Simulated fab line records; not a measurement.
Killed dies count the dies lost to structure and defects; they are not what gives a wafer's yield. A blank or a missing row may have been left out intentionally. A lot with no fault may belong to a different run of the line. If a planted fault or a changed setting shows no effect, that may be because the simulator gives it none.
fab line records	flow n5-finfet
record lots=6	wafers=18	last-day=17
route steps=1938 shown BEOL_M1@788 BEOL_M4@1111 PASSIVATION@1936
lots with no fault: from the same line, run without faults
start-h: hours from the record's first day to the start of the lot's first wafer shown	wait-h: hours from the lot's prior step to this one	" unchanged from the row above	L1.1+2: several wafers, shown together as one row	- no value, or no start was given	* or withheld: withheld	< > ~ a bound
route shown NAME@n: NAME is a module with steps in the file, n the number in the route of the first one	usual: average and standard deviation across the fault-free wafers	same: alike in all rows	chamber/n: place in a boat	sites: each site's reading	_std_site: how widely they spread, as a standard deviation	_edge_site: inner sites' mean taken away from outer sites' mean	radius-mm: for every site, how far away it sits from the centre of the wafer	mask NAME#n: copy n	behind: the most recent tool/chamber to have shaped the wafer	hold: why the lot went on hold/how many hours it stayed there/how the hold came to an end	device: whichever transistor did not switch (one of n, p or np)	end of line: at the end of the route, the tests of the same wafers	a step without rows: its recipe alone	killed: the dies lost at the first sort to structure and to defects; this is not the yield of the wafer	map: dies across one wafer; x = killed, . = not, _ = none there
set.NAME: the run value of the setting; set.NAME@STEP: its run value at that earlier step	model.NAME: the simulator's own value behind a step, which no gauge read
lots at some steps of the route; a table a step, a row a wafer
services: when a tool's chamber went out of use (start-h, in hours from the record's first day, below 0 if earlier), for how many hours, and the reason
## steps
# step N5_BEOL_M1_INSPECT_30
# recipe mode=adi	inspect-instrument=brightfield
# usual raw-defect-count=416/93
lot.wafer	tool	chamber	start-h	wait-h	raw-defect-count
L718.1	defect-inspect-01	-	129.60	0.1	440
L718.3	"	-	"	"	455
L718.5	"	-	"	"	388
L720.2	defect-inspect-01	-	140.62	0.0	402
L720.3	"	-	"	"	240
L720.5	"	-	"	"	282
L721.1	defect-inspect-02	-	152.62	0.1	336
L721.3	"	-	"	"	447
L721.5	"	-	"	"	366
L726.1	defect-inspect-01	-	177.53	0.1	340
L726.3	"	-	"	"	270
L726.5	"	-	"	"	447
L733.1	defect-inspect-02	-	221.74	0.1	528
L733.2	"	-	"	"	455
L733.5	"	-	"	"	454
L736.1	defect-inspect-01	-	241.23	0.1	351
L736.5	"	-	"	"	458
L736.6	"	-	"	"	422
# step N5_BEOL_M1_DESCUM_33
# recipe chemistry=O2	time-s=7	source-power-w=50	bias-power-w=20	pressure-mtorr=20	rf-frequency-hz=2.712e+07	temp-c=40	resist=CAR-EUV	o2-flow-sccm=225
# usual drypump-motor-current-A=5.5/0.51	oes-product-au=0.80/0.084	rf-vpp-V=243.6/1.5	showerhead-plenum-p-Torr=2.13/0.08	throttle-valve-pct=20.51/0.2
lot.wafer	tool	chamber	start-h	wait-h	drypump-motor-current-A	oes-product-au	rf-hours-counter-h	rf-vpp-V	showerhead-plenum-p-Torr	throttle-valve-pct
L718.1	rie-diel-05	3	129.63	0.0	6.2	0.92	15	242.6	2.06	20.17
L718.3	"	0	"	"	5.8	0.86	50	244.3	2.24	20.43
L718.5	"	3	"	"	6.1	0.91	-	243.2	2.06	20.18
L720.2	rie-diel-05	1	140.65	0.0	5.6	0.86	44	242.8	2.23	20.58
L720.3	"	0	"	"	5.8	0.86	54	244.3	2.24	20.44
L720.5	"	2	"	"	5.0	0.99	-	246.1	2.24	20.52
L721.1	rie-diel-04	3	153.24	0.6	4.9	0.76	162	244.7	2.15	20.45
L721.3	"	1	"	"	4.9	0.76	151	244.5	2.15	20.66
L721.5	"	3	"	"	4.9	0.76	-	245.1	2.15	20.46
L726.1	rie-diel-05	3	177.79	0.3	6.1	0.89	32	241.9	2.06	20.21
L726.3	"	1	"	"	5.6	0.83	58	244.2	2.22	20.62
L726.5	"	1	"	"	5.6	0.84	-	245.3	2.22	20.60
L733.1	rie-diel-05	0	221.78	0.0	5.8	0.83	77	243.8	2.23	20.47
L733.2	"	1	"	"	5.6	0.83	68	245.0	2.22	20.64
L733.5	"	0	"	"	5.8	0.83	-	245.7	2.23	20.46
L736.1	rie-diel-04	3	241.26	0.0	4.9	0.74	180	244.9	2.14	20.50
L736.5	"	3	"	"	4.9	0.74	-	245.1	2.14	20.50
L736.6	"	0	"	"	5.3	0.73	-	244.6	2.09	20.25
# step N5_BEOL_M1_ETCH_77
# recipe chemistry=N2/H2	target=underlayer	target-depth-a=65	mask-material=CAR-EUV	time-s=5.2	ion-energy-ev=200	pressure-mtorr=30	source-w=840	bias-w=150	n2-flow-sccm=200	h2-flow-sccm=200	ends=cleared
# usual drypump-motor-current-A=5.5/0.51	etch-rf-on-time-s=5.19/0.11	oes-product-au=0.68/0.072	rf-vpp-V=524.8/2.9	showerhead-plenum-p-Torr=2.57/0.1	throttle-valve-pct=17.86/0.23
lot.wafer	tool	chamber	start-h	wait-h	drypump-motor-current-A	etch-rf-on-time-s	oes-product-au	rf-hours-counter-h	rf-vpp-V	showerhead-plenum-p-Torr	throttle-valve-pct
L718.1	rie-diel-05	3	129.67	0.0	6.1	5.27	0.78	15	521.8	2.47	17.43
L718.3	"	0	"	"	5.8	5.28	0.72	50	527.4	2.70	17.69
L718.5	"	3	"	"	6.1	5.28	0.77	-	521.7	2.47	17.44
L720.2	rie-diel-05	1	140.69	0.0	5.6	4.98	0.75	44	527.3	2.69	17.84
L720.3	"	0	"	"	5.8	5.26	0.73	54	527.4	2.70	17.71
L720.5	"	2	"	"	5.0	5.05	0.86	-	528.7	2.70	17.82
L721.1	rie-diel-04	3	153.27	0.0	4.9	5.30	0.64	162	526.6	2.63	17.97
L721.3	"	1	"	"	5.0	5.19	0.64	151	528.6	2.64	18.26
L721.5	"	3	"	"	4.9	5.32	0.63	-	528.5	2.63	17.98
L726.1	rie-diel-05	3	177.83	0.0	6.1	5.27	0.73	32	521.1	2.47	17.46
L726.3	"	1	"	"	5.6	5.01	0.73	58	526.7	2.69	17.89
L726.5	"	1	"	"	5.6	5.03	0.72	-	527.2	2.69	17.88
L733.1	rie-diel-05	0	221.81	0.0	5.8	5.22	0.69	77	526.8	2.69	17.72
L733.2	"	1	"	"	5.6	5.00	0.73	68	529.1	2.68	17.92
L733.5	"	0	"	"	5.8	5.27	0.69	-	526.9	2.69	17.74
L736.1	rie-diel-04	3	241.30	0.0	4.9	5.32	0.63	180	524.9	2.62	18.01
L736.5	"	3	"	"	4.9	5.35	0.62	-	525.1	2.62	18.01
L736.6	"	0	"	"	5.3	5.26	0.61	-	522.8	2.54	17.67
# step N5_BEOL_M1_ETCH_69
# recipe chemistry=CF4	target=SiARC	target-depth-a=156	mask-material=CAR-EUV	time-s=26	ion-energy-ev=80	pressure-mtorr=40	source-w=545	bias-w=36	Ar_flow_sccm=100	cf4-flow-sccm=100	ends=cleared
# step N5_BEOL_M1_ALD_98
# recipe material=SiO2	target-thk-a=25	temp-c=100	ald-precursor-family=BDEAS	ald-co-reactant=O2-plasma	pulse-time-s=1	co-reactant-pulse-time-s=1	purge-time-s=2	co-reactant-purge-time-s=2	ald-cycles=17	pressure-torr=2
# usual heater-power-w=79/7.1	precursor-pulse-height-rel=0.999/0.019
lot.wafer	tool	chamber	start-h	wait-h	heater-power-w	precursor-pulse-height-rel
L718.1	ald-sin-02	1	130.14	0.4	68	0.964
L718.3	"	0	"	"	73	1.021
L718.5	"	1	"	"	67	0.999
L720.2	ald-sin-04	0	140.79	0.1	79	0.976
L720.3	"	2	"	"	85	1.009
L720.5	"	1	"	"	80	1.019
L721.1	ald-sin-04	1	153.37	0.1	80	0.994
L721.3	"	2	"	"	87	1.019
L721.5	"	0	"	"	79	1.003
L726.1	ald-sin-02	3	177.93	0.1	75	1.043
L726.3	"	0	"	"	75	0.993
L726.5	"	0	"	"	73	0.995
L733.1	ald-sin-01	3	221.91	0.1	66	1.028
L733.2	"	0	"	"	83	1.043
L733.5	"	0	"	"	82	0.996
L736.1	ald-sin-04	0	241.40	0.1	78	1.002
L736.5	"	1	"	"	80	0.967
L736.6	"	0	"	"	80	1.002
# step N5_BEOL_M1_ETCHBACK_99
# recipe chemistry=CHF3	target=SiO2	target-depth-a=50	time-s=10.4	source-w=215	bias-w=47	Ar_flow_sccm=200	CHF3_flow_sccm=12	ion-energy-ev=100	pressure-mtorr=30
# step N5_BEOL_M1_ETCH_70
# recipe chemistry=N2/H2	target=SOC	target-depth-a=800	overetch-a=160	mask-material=SiARC	temp-c=40	time-s=120	ion-energy-ev=200	pressure-mtorr=30	source-w=840	bias-w=150	n2-flow-sccm=200	h2-flow-sccm=200
# usual drypump-motor-current-A=5.6/0.53	oes-product-au=0.61/0.066	rf-vpp-V=524.6/2.8	run-length-s=143.6/0.42	showerhead-plenum-p-Torr=2.56/0.097	throttle-valve-pct=17.84/0.23
lot.wafer	tool	chamber	start-h	wait-h	drypump-motor-current-A	oes-product-au	rf-hours-counter-h	rf-vpp-V	run-length-s	showerhead-plenum-p-Torr	throttle-valve-pct
L718.1	rie-diel-03	2	139.00	0.0	6.1	0.55	218	526.8	143.7	2.61	17.85
L718.3	"	1	"	"	6.1	0.56	143	523.6	143.7	2.54	17.98
L718.5	"	3	"	"	6.3	0.52	-	524.7	143.6	2.49	18.21
L720.2	rie-diel-03	0	142.64	0.0	4.9	0.60	145	521.3	143.2	2.45	18.09
L720.3	"	2	"	"	6.2	0.54	219	526.3	143.7	2.61	17.84
L720.5	"	1	"	"	6.1	0.56	-	523.6	144.2	2.54	18.00
L721.1	rie-diel-05	1	154.45	0.0	5.6	0.64	49	527.1	143.8	2.69	17.83
L721.3	"	0	"	"	5.8	0.65	58	528.5	143.7	2.70	17.66
L721.5	"	1	"	"	5.6	0.65	-	527.9	143.7	2.69	17.83
L726.1	rie-diel-03	1	181.12	0.0	6.1	0.56	160	523.7	144.0	2.53	18.01
L726.3	"	3	"	"	6.3	0.76	1	523.7	143.8	2.48	17.76
L726.5	"	2	"	"	6.1	0.54	-	527.0	143.4	2.61	17.89
L733.1	rie-diel-04	1	222.59	0.0	4.9	0.57	168	526.5	143.8	2.64	18.23
L733.2	"	0	"	"	5.3	0.55	164	523.9	143.4	2.55	17.62
L733.5	"	0	"	"	5.3	0.56	-	523.0	143.6	2.55	17.63
L736.1	rie-diel-05	0	244.09	0.0	5.8	0.63	83	527.8	144.0	2.69	17.70
L736.5	"	2	"	"	5.0	0.69	-	528.0	144.0	2.69	17.82
L736.6	"	3	"	"	6.2	0.64	-	521.0	142.6	2.46	17.47
# step N5_BEOL_M1_STRIP_71
# recipe chemistry=N2/H2	temp-c=40	n2-flow-sccm=200	h2-flow-sccm=200	rf-frequency-hz=6e+07
# step N5_BEOL_M1_STRIP_78
# recipe chemistry=N2/H2	temp-c=40	n2-flow-sccm=200	h2-flow-sccm=200	rf-frequency-hz=6e+07
# step N5_BEOL_M1_VIA_ETCH_34
# recipe chemistry=C4F6/O2	target-depth-a=678	mask-material=SOC	pressure-mtorr=15	ion-energy-ev=250	taper-deg=4	time-s=64.4	source-w=350	bias-w=170	Ar_flow_sccm=300	C4F6_flow_sccm=10	O2_flow_sccm=10
# usual drypump-motor-current-A=5.6/0.53	oes_f_703_au=0.79/0.085	oes-product-au=0.80/0.091	rf-vpp-V=668/10	run-length-s=88.1/0.44	showerhead-plenum-p-Torr=2.87/0.1	throttle-valve-pct=30.8/0.33
lot.wafer	tool	chamber	start-h	wait-h	drypump-motor-current-A	oes_f_703_au	oes-product-au	rf-hours-counter-h	rf-vpp-V	run-length-s	showerhead-plenum-p-Torr	throttle-valve-pct
L718.1	rie-diel-03	2	139.11	0.0	6.1	0.72	0.72	218	686	88.0	2.92	30.8
L718.3	"	1	"	"	6.0	0.74	0.74	143	660	88.1	2.84	30.8
L718.5	"	3	"	"	6.3	0.68	0.69	-	656	88.0	2.83	31.5
L720.2	rie-diel-03	0	142.74	0.0	4.9	0.77	0.77	145	667	87.6	2.73	30.9
L720.3	"	2	"	"	6.1	0.71	0.72	219	684	87.9	2.92	30.8
L720.5	"	1	"	"	6.0	0.74	0.73	-	659	88.0	2.84	30.8
L721.1	rie-diel-05	1	154.55	0.0	5.6	0.86	0.86	49	674	88.3	3.02	30.9
L721.3	"	0	"	"	5.8	0.86	0.85	58	656	88.4	2.99	30.4
L721.5	"	1	"	"	5.6	0.86	0.86	-	674	88.3	3.02	30.9
L726.1	rie-diel-03	1	181.22	0.0	6.0	0.72	0.72	160	660	88.0	2.83	30.8
L726.3	"	3	"	"	6.3	0.99	1.00	1	655	88.2	2.82	31.2
L726.5	"	2	"	"	6.1	0.71	0.70	-	682	87.8	2.91	30.8
L733.1	rie-diel-04	1	222.69	0.0	4.9	0.73	0.74	168	675	88.5	2.96	31.4
L733.2	"	0	"	"	5.3	0.72	0.73	164	677	87.7	2.83	30.5
L733.5	"	0	"	"	5.3	0.72	0.73	-	678	88.0	2.83	30.5
L736.1	rie-diel-05	0	244.19	0.0	5.8	0.83	0.82	83	657	87.8	2.97	30.4
L736.5	"	2	"	"	5.0	0.90	0.91	-	678	88.3	3.00	30.9
L736.6	"	3	"	"	6.1	0.83	0.85	-	666	87.4	2.77	30.5
# step N5_BEOL_M1_STRIP_83
# recipe chemistry=C4F6/O2	resist=SiARC	rf-frequency-hz=6e+07
# step N5_BEOL_M1_STRIP_36
# recipe chemistry=N2/H2	power-w=450	temp-c=40	pressure-mtorr=20	rf-frequency-hz=6e+07	overash-fraction=0.3	bias-power-w=7	h2-frac=0.5	n2-flow-sccm=200	h2-flow-sccm=200
# step N5_BEOL_M1_TRENCH_ETCH_37
# recipe chemistry=C4F6/O2	target-depth-a=552.07	target=SiOC	time-s=29	ion-energy-ev=250	pressure-mtorr=30	source-w=355	bias-w=185	Ar_flow_sccm=300	C4F6_flow_sccm=10	O2_flow_sccm=10
# usual drypump-motor-current-A=5.6/0.53	oes_f_703_au=0.79/0.085	oes-product-au=0.80/0.09	rf-vpp-V=668/10	run-length-s=52.6/0.39	showerhead-plenum-p-Torr=2.87/0.1	throttle-valve-pct=20.93/0.27
lot.wafer	tool	chamber	start-h	wait-h	drypump-motor-current-A	oes_f_703_au	oes-product-au	rf-hours-counter-h	rf-vpp-V	run-length-s	showerhead-plenum-p-Torr	throttle-valve-pct	model.BEOL_M1.feature-depth-nm	model.etch.depth-nm
L718.1	rie-diel-03	2	139.20	-	6.2	0.72	0.72	218	684	52.7	2.92	20.86	56.8	56.72
L718.3	"	1	"	"	6.0	0.74	0.74	143	660	52.8	2.85	21.01	55.4	55.36
L718.5	"	3	"	"	6.3	0.69	0.69	-	657	52.6	2.83	21.52	55.6	55.68
L720.2	rie-diel-03	0	142.84	-	4.9	0.77	0.78	145	667	51.9	2.73	21.11	55.8	55.75
L720.3	"	2	"	"	6.1	0.72	0.72	219	683	52.8	2.92	20.88	55.6	55.58
L720.5	"	1	"	"	6.0	0.73	0.74	-	661	51.4	2.85	21.00	52	51.97
L721.1	rie-diel-05	1	154.65	-	5.6	0.87	0.86	49	674	52.6	3.02	21.06	56.8	56.85
L721.3	"	0	"	"	5.8	0.85	0.85	58	656	52.5	2.99	20.67	55.6	55.63
L721.5	"	1	"	"	5.6	0.87	0.87	-	672	52.7	3.02	21.06	57.2	57.28
L726.1	rie-diel-03	1	181.32	-	6.0	0.73	0.72	161	660	52.7	2.84	21.02	54.2	54.27
L726.3	"	3	"	"	6.3	0.99	0.99	1	654	52.6	2.83	21.16	55.2	55.16
L726.5	"	2	"	"	6.1	0.70	0.69	-	684	50.9	2.91	20.87	51.6	51.68
L733.1	rie-diel-04	1	222.79	-	4.9	0.72	0.72	168	674	52.8	2.96	21.33	53.8	53.85
L733.2	"	0	"	"	5.3	0.73	0.72	164	678	52.5	2.83	20.55	54.8	54.79
L733.5	"	0	"	"	5.3	0.72	0.73	-	680	52.5	2.83	20.58	54.8	54.78
L736.1	rie-diel-05	0	244.29	-	5.8	0.82	0.81	83	658	52.6	2.98	20.72	54.8	54.84
L736.5	"	2	"	"	5.0	0.89	0.92	-	678	53.0	3.01	20.92	56.2	56.16
L736.6	"	3	"	"	6.1	0.82	0.85	-	668	52.5	2.77	20.55	55	54.92
# step N5_BEOL_M1_ETCH_41
# recipe chemistry=CH3F/O2	target=SiCN	target-depth-a=319	taper-deg=2	time-s=57.8	ion-energy-ev=120	mask-material=TiN	pressure-mtorr=30	source-w=395	bias-w=75	Ar_flow_sccm=150	CH3F_flow_sccm=30	O2_flow_sccm=20
# step N5_BEOL_M1_STRIP_97
# recipe chemistry=N2/H2	time-s=10	power-w=450	temp-c=40	pressure-mtorr=20	rf-frequency-hz=6e+07	bias-power-w=7	n2-flow-sccm=200	h2-flow-sccm=200
# step N5_BEOL_M1_OCD_MEAS_38
# usual trench-depth-nm=55.3/0.95
lot.wafer	tool	chamber	start-h	wait-h	trench-depth-nm
L718.1	ocd-01	-	139.36	-	56.7
L718.3	"	-	"	"	55.5
L718.5	"	-	"	"	55.7
L720.2	ocd-02	-	143.00	-	56.2
L720.3	"	-	"	"	55.5
L720.5	"	-	"	"	52.1
L721.1	ocd-02	-	154.81	-	57.1
L721.3	"	-	"	"	56.2
L721.5	"	-	"	"	57.5
L726.1	ocd-01	-	181.47	-	54.5
L726.3	"	-	"	"	54.9
L726.5	"	-	"	"	51.8
L733.1	ocd-01	-	222.95	-	54.0
L733.2	"	-	"	"	54.7
L733.5	"	-	"	"	54.6
L736.1	ocd-02	-	244.44	-	54.8
L736.5	"	-	"	"	56.5
L736.6	"	-	"	"	54.3
# step N5_BEOL_M1_HM_STRIP_39
# recipe chemistry=peroxide-tin-strip	material=TiN	target-depth-a=250	temp-c=50	time-s=158
# step N5_BEOL_M4_RC_MEAS_101
# usual DIBL_N=36.5/1.9	DIBL_P=36.7/2.1	IOFF_N=0.17/0.035	IOFF_P=0.22/0.042	ION_N=676/10	ION_P=462/8.1	SS_N=71.5/0.72	SS_P=73.4/0.7	VT_N=249/3.1	VT_P=-250/3.9
lot.wafer	tool	chamber	start-h	wait-h	DIBL_N[mV/V]	DIBL_P[mV/V]	IOFF_N[nA/um]	IOFF_P[nA/um]	ION_N[uA/um]	ION_P[uA/um]	SS_N[mV/dec]	SS_P[mV/dec]	VT_N[mV]	VT_P[mV]
L720.2	prober-01	0	178.45	0.2	40.4	40.2	0.23	0.29	677	469	72.8	74.1	245	-248
L720.3	"	0	"	"	33.4	31.6	0.10	0.15	653	451	70.1	72.6	254	-253
L720.5	"	0	"	"	34.9	33.5	0.11	0.17	652	456	70.4	72.4	257	-252
L718.1	prober-02	0	180.82	0.0	34.3	33.2	0.13	0.19	676	465	71.0	72.3	250	-251
L718.3	"	0	"	"	38.0	38.7	0.21	0.29	690	471	72.5	73.7	247	-246
L718.5	"	0	"	"	38.3	39.5	0.21	0.30	694	480	72.7	74.3	246	-247
L721.1	prober-02	0	193.66	0.0	34.8	35.1	0.12	0.19	662	463	71.1	73.1	253	-252
L721.3	"	0	"	"	34.6	34.4	0.12	0.18	663	459	71.2	72.5	255	-252
L721.5	"	0	"	"	35.4	36.0	0.14	0.20	672	467	71.2	73.1	252	-250
L726.1	prober-01	0	230.29	0.0	37.3	38.5	0.18	0.24	677	464	71.4	73.4	246	-247
L726.3	"	0	"	"	37.7	39.2	0.17	0.23	676	464	72.0	73.8	250	-249
L726.5	"	0	"	"	38.4	39.2	0.20	0.25	681	464	72.5	74.3	248	-248
L733.1	prober-01	0	268.92	0.0	35.7	34.7	0.14	0.19	673	463	71.5	72.8	252	-251
L733.2	"	0	"	"	39.1	37.3	0.21	0.22	667	457	72.8	73.4	246	-250
L733.5	"	0	"	"	38.1	37.7	0.19	0.23	678	466	72.4	73.4	249	-251
L736.1	prober-01	0	298.05	0.0	33.2	34.9	0.11	0.18	663	465	70.4	72.9	254	-253
L736.5	"	0	"	"	34.3	36.9	0.13	0.22	673	471	71.4	72.9	252	-248
L736.6	"	0	"	"	37.3	39.3	0.18	0.26	682	466	73.0	74.7	247	-243
# step N5_PASSIVATION_PROBE_49
# usual defect-limited-yield=91.4/1.5	killed_at_M0_to_M3=35/12	killed_at_M4_up=13/5.8	killed-at-contacts=12/5.5	killed-at-front-end=36/9.9	killed-at-other=4/3.7	killed-dies=101/18	killed-open=66/13	killed-short=33/8	sort_bin_5_function=5.0/1	sort_bin_6_memory=3.2/0.67	sort-n-pass=1079/18	sort-yield-pct=91.4/1.5
# same gross-dies=1180	killed-at-back-side=0	sort_bin_4_leakage[%]=0	sort_bin_8_speed[%]=0
lot.wafer	tool	chamber	start-h	wait-h	defect-limited-yield[%]	killed_at_M0_to_M3	killed_at_M4_up	killed-at-contacts	killed-at-front-end	killed-at-other	killed-dies	killed-open	killed-short	sort_bin_5_function[%]	sort_bin_6_memory[%]	sort-n-pass	sort-yield-pct[%]
L720.2	prober-02	-	290.33	0.1	90.8	40	25	13	29	1	108	81	26	5.7	3.2	1072	90.8
L720.3	prober-02	-	290.38	0.1	91.8	32	26	12	27	0	97	72	25	4.5	3.1	1083	91.8
L720.5	prober-02	-	290.48	0.2	92.5	38	17	8	23	2	88	60	27	4.3	3.0	1092	92.5
L726.1	prober-01	-	332.34	0.0	89.6	36	10	10	60	7	123	75	48	6.5	3.4	1057	89.6
L726.3	prober-01	-	332.44	0.1	89.5	40	5	13	57	9	124	81	42	6.1	4.2	1056	89.5
L726.5	prober-01	-	332.54	0.2	93.1	37	3	7	26	8	81	55	26	4.3	2.5	1099	93.1
L736.1	prober-02	-	412.09	0.0	91.4	27	18	11	46	0	102	77	21	5.3	3.2	1078	91.4
L736.5	prober-02	-	412.29	0.2	92.4	29	20	11	29	1	90	59	30	4.7	2.6	1090	92.4
L736.6	prober-02	-	412.34	0.3	92.5	31	6	13	39	0	89	58	29	3.8	3.7	1091	92.5
# killed by level:class
L720.2 MOL_CONTACT_COAG:geometric-particle:open=13 BEOL_M4:geometric-particle:open=13 BEOL_M3:geometric-particle:open=12 BEOL_M2:geometric-particle:open=11 STI_FIN_REVEAL:geometric-particle:open=8 FIN_SAQP:geometric-particle:short=6 DUMMY_GATE:geometric-particle:open=5 BEOL_M0_SAQP:geometric-particle:open=5
L720.3 BEOL_M4:geometric-particle:open=13 MOL_CONTACT_COAG:geometric-particle:open=9 BEOL_M3:geometric-particle:open=9 BEOL_M2:geometric-particle:open=8 DUMMY_GATE:geometric-particle:open=5 BEOL_M0_SAQP:geometric-particle:open=5 FIN_SAQP:geometric-particle:open=4 STI_FIN_REVEAL:geometric-particle:open=4
L720.5 STI_FIN_REVEAL:geometric-particle:open=12 BEOL_M3:geometric-particle:open=9 MOL_CONTACT_COAG:geometric-particle:open=7 BEOL_M4:geometric-particle:open=6 BEOL_M2:geometric-particle:open=5 BEOL_M2:geometric-particle:short=5 BEOL_M0_SAQP:geometric-particle:open=4 BEOL_M0_SAQP:geometric-particle:short=4
L726.1 STI_FIN_REVEAL:geometric-particle:open=20 BEOL_M0_SAQP:geometric-particle:short=16 FIN_SAQP:geometric-particle:open=13 BEOL_M3:geometric-particle:open=8 FIN_SAQP:geometric-particle:short=7 MOL_CONTACT_COAG:geometric-particle:open=6 DUMMY_GATE:geometric-particle:open=4 MOL_CONTACT_COAG:geometric-particle:short=4
L726.3 STI_FIN_REVEAL:geometric-particle:open=23 BEOL_M0_SAQP:geometric-particle:open=12 MOL_CONTACT_COAG:geometric-particle:open=10 BEOL_M0_SAQP:geometric-particle:short=8 BEOL_M3:geometric-particle:open=8 STARTING-WAFER:geometric-particle:short=5 BEOL_M2:geometric-particle:open=5 FIN_SAQP:geometric-particle:short=4
L726.5 BEOL_M0_SAQP:geometric-particle:open=15 BEOL_M0_SAQP:geometric-particle:short=9 MOL_CONTACT_COAG:geometric-particle:open=7 STI_FIN_REVEAL:geometric-particle:open=6 MIM_BOT:geometric-particle:open=5 GATE_CUT:geometric-particle:short=4 BEOL_M3:geometric-particle:short=3 STARTING-WAFER:geometric-particle:open=3
L736.1 STI_FIN_REVEAL:geometric-particle:open=10 DUMMY_GATE:geometric-particle:open=9 FIN_SAQP:geometric-particle:open=8 BEOL_M3:geometric-particle:open=8 MOL_CONTACT_COAG:geometric-particle:open=7 BEOL_M0_SAQP:geometric-particle:open=6 BEOL_M5:geometric-particle:open=5 MOL_CONTACT_COAG:geometric-particle:short=4
L736.5 MOL_CONTACT_COAG:geometric-particle:open=11 BEOL_M3:geometric-particle:open=10 BEOL_M0_SAQP:geometric-particle:short=7 BEOL_M4:geometric-particle:open=7 FIN_SAQP:geometric-particle:open=5 GATE_CUT:geometric-particle:short=5 BEOL_M0_SAQP:geometric-particle:open=5 DUMMY_GATE:geometric-particle:short=4
L736.6 DUMMY_GATE:geometric-particle:open=13 MOL_CONTACT_COAG:geometric-particle:open=12 STI_FIN_REVEAL:geometric-particle:open=7 BEOL_M2:geometric-particle:short=7 BEOL_M0_SAQP:geometric-particle:short=6 FIN_SAQP:geometric-particle:short=5 FIN_SAQP:geometric-particle:open=4 GATE_CUT:geometric-particle:short=4
## services
tool	chamber	start-h	hours	kind
rie-diel-05	2	111.70	7.9	repair
ald-sin-04	-	115.57	6.1	pm
rie-diel-05	2	119.65	-	clean
rie-diel-05	2	119.65	-	consumable-replace:focus-ring
rie-diel-05	2	119.65	-	consumable-replace:showerhead
rie-diel-05	2	119.65	15.2	scheduled-down
rie-diel-05	2	119.65	15.2	vent-cycle
rie-diel-05	-	147.63	0.9	repair
ald-sin-02	-	150.28	6.0	pm
rie-diel-03	3	153.55	-	clean
rie-diel-03	3	153.55	-	consumable-replace:focus-ring
rie-diel-03	3	153.55	24.3	scheduled-down
rie-diel-03	3	153.55	24.3	vent-cycle
rie-diel-03	0	154.99	7.7	repair
rie-diel-04	-	174.46	15.6	pm
ald-sin-02	2	176.22	2.9	repair
rie-diel-05	2	179.59	5.7	repair
rie-diel-05	1	184.83	6.6	repair
rie-diel-05	-	187.41	14.6	pm
rie-diel-03	0	196.77	6.4	repair
rie-diel-04	3	200.90	12.8	repair
rie-diel-04	2	216.19	9.9	repair
rie-diel-03	2	216.52	-	clean
ald-sin-04	-	244.21	2.8	pm
## key
first-sign step=N5_BEOL_M1_TRENCH_ETCH_37	reading=run-length-s	direction=down	sigmas=3.7	usual=*	struck=*
effect step=N5_BEOL_M1_OCD_MEAS_38	reading=trench-depth-nm	direction=down	sigmas=3.6	usual=55.3	struck=51.9
model-effect step=N5_BEOL_M1_TRENCH_ETCH_37	value=BEOL_M1.feature-depth-nm	without=54.7	struck=51.8
met-at N5_BEOL_M1_TRENCH_ETCH_37
struck-wafers L720.5,L726.5
onset-between 139.20 142.84
fault kind=process-parameter-drift	tool=rie-diel-03	chamber=-	onset-h=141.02	steps=N5_BEOL_M1_TRENCH_ETCH_37	channel=time-s	offset=*	shape=step	end-h=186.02	scope=struck-wafers-only	acts-in=*	stated=*
